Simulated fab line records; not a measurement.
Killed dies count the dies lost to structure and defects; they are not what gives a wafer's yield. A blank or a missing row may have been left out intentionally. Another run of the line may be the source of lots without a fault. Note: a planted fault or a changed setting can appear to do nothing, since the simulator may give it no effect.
Matching of chambers    flow n5 finfet    N5_BEOL_M5_ILD_DEP_00 on pecvd-04 has 3 sister chambers
The step deposits SiCOH lowk from DEMS/porogen, target thk 140.64 nm, time 25.9 s. 22 wafers are shown with their chamber, then 11 later ones without.

== WAFERS PAIRED WITH THEIR CHAMBERS ==
wafer   chamber  heater power w (W)  showerhead plenum p Torr (Torr)  throttle valve pct (%)
L074.1  0        173                 5.755                            13.4
L074.2  2        213                 5.697                            13.4
L074.5  0        175                 5.760                            12.9
L076.1  0        162                 5.750                            13.1
L076.2  2        246                 5.701                            13.4
L076.4  1        404                 5.733                            13.4
L082.1  2        251                 5.707                            13.6
L082.2  0        154                 5.763                            13.1
L082.6  2        250                 5.684                            13.5
L083.2  1        378                 5.728                            13.5
L083.4  2        197                 5.690                            13.2
L083.6  0        149                 5.752                            13.1
L086.1  1        406                 5.739                            13.4
L086.2  2        226                 5.682                            13.5
L086.4  1        397                 5.761                            13.6
L087.1  1        403                 5.735                            13.7
L087.5  2        199                 5.696                            13.6
L087.6  1        401                 5.729                            13.4
L088.1  1        368                 5.745                            13.7
L088.4  1        375                 5.745                            13.3
L088.5  0        167                 5.746                            13.0
L091.1  2        242                 5.704                            13.0

SIGNATURES, as means of the wafers listed above
reading                   chamber 0  chamber 1  chamber 2  scatter within a chamber
heater power w            163.33     391.50     228.00     17.4
showerhead plenum p Torr  5.75433    5.73937    5.69512    0.00921
throttle valve pct        13.100     13.500     13.400     0.178
Rule: a wafer's distance from a chamber is the root of the sum, over the readings, of the square of ((its reading less the chamber's mean) divided by the reading's scatter). The wafer belongs to the nearest chamber; if the next one is less than 2 further off, it can't be placed. The scatter is the square root of a quotient: the sum, over the shown wafers, of each reading's squared deviation from its chamber's mean, divided by wafers minus chambers.

== WAFERS WITHOUT THEIR CHAMBER ==
wafer   heater power w (W)  showerhead plenum p Torr (Torr)  throttle valve pct (%)
L091.4  356                 5.754                            13.5
L091.5  243                 5.691                            13.4
L092.2  209                 5.695                            13.6
L092.4  208                 5.697                            13.6
L092.6  340                 5.749                            13.4
L097.1  152                 5.747                            13.5
L097.2  394                 5.728                            13.4
L097.3  392                 5.749                            13.1
L095.3  185                 5.738                            13.4
L095.5  210                 5.689                            13.4
L095.6  179                 5.776                            13.2

== WHICH CHAMBER EACH ONE RAN IN ==
wafer   from the rows above  in truth
L091.4  1                    1
L091.5  2                    2
L092.2  2                    2
L092.4  2                    2
L092.6  1                    1
L097.1  0                    0
L097.2  1                    1
L097.3  1                    1
L095.3  0                    0
L095.5  2                    2
L095.6  0                    0
Placed correctly: 11 of 11. Left unplaced by these rows: 0. Number placed wrongly: 0.
